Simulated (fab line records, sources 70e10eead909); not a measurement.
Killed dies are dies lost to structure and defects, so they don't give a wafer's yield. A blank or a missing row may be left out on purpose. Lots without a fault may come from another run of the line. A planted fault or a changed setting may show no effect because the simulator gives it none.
One fault seen from 3 desks | flow nand_harc | each desk has only its own numbers; what lay behind them comes last

THE DEFECT DESK
What the inspections along the route counted, lot by lot: means of the sampled wafers that have a number. A lot is out of limits, marked OUT, if its mean lies more than 4 standard deviations from the usual mean; the brackets give that distance.
Columns: A = raw_defect_count at NHARC_A_BONDPAD_INSPECT_23, usual 537
lot  | first seen here | A
L873 | day 23 13:49    | 664
L874 | day 24 11:55    | 632
L876 | day 25 04:37    | 437
L878 | day 25 17:28    | 410
L877 | day 25 20:26    | 657
L879 | day 26 05:56    | 560
L880 | day 26 21:18    | 419
L881 | day 27 16:26    | 499
L888 | day 29 17:57    | 599
L891 | day 30 20:39    | 524
L892 | day 31 12:21    | 431
L893 | day 31 14:27    | 585
L894 | day 32 04:31    | 676
L895 | day 33 13:03    | 586
This desk's finding: nothing out of limits on any of the 14 lots.

THE TOOL OWNER'S DESK: pecvd-04
The tool's own readings at NHARC_A_CHANNEL_HOLE_D1_DEP_01 (deposits SiON, target thk 140 nm): means of the sampled wafers that have a number, for each lot that ran on this tool. A lot is out of limits, marked OUT, if its mean lies more than 4 standard deviations from the usual mean; the brackets give that distance.
Columns: A = heater_power_w at NHARC_A_CHANNEL_HOLE_D1_DEP_01, usual 722 W
lot  | first seen here | A
L876 | day 9 23:10     | 803
L878 | day 11 03:14    | 741
L879 | day 11 10:44    | 769
L888 | day 15 06:10    | 712
L891 | day 16 04:28    | 805
This desk's finding: nothing out of limits on any of the 5 lots.

THE METROLOGY DESK
What the gauges read, lot by lot, whatever tool the lot ran on: means of the sampled wafers that have a number. A lot is out of limits, marked OUT, if its mean lies more than 4 standard deviations from the usual mean; the brackets give that distance.
Columns: A = cd_nm at NHARC_THIN_TSV_CD_MEAS_16, usual 998.8 nm
lot  | first seen here | A
L873 | day 24 03:00    | 1000.1
L874 | day 24 23:56    | 996.9
L876 | day 25 18:01    | 1001.2
L877 | day 26 09:52    | 995.7
L878 | day 26 11:02    | 1000.9
L879 | day 26 21:39    | 1000.9
L880 | day 27 15:13    | 1000.5
L881 | day 28 03:19    | 999.3
L888 | day 30 05:25    | 998.8
L891 | day 31 10:15    | 995.7
L892 | day 32 03:22    | 996.9
L893 | day 32 04:41    | 997.6
L894 | day 32 17:40    | 997.9
L895 | day 34 03:56    | 997.2
This desk's finding: nothing out of limits on any of the 14 lots.

PUT TOGETHER
The defect desk saw nothing out of limits.
The tool owner's desk saw nothing out of limits.
The metrology desk saw nothing out of limits.

WHAT THE SIMULATOR HAD PUT IN
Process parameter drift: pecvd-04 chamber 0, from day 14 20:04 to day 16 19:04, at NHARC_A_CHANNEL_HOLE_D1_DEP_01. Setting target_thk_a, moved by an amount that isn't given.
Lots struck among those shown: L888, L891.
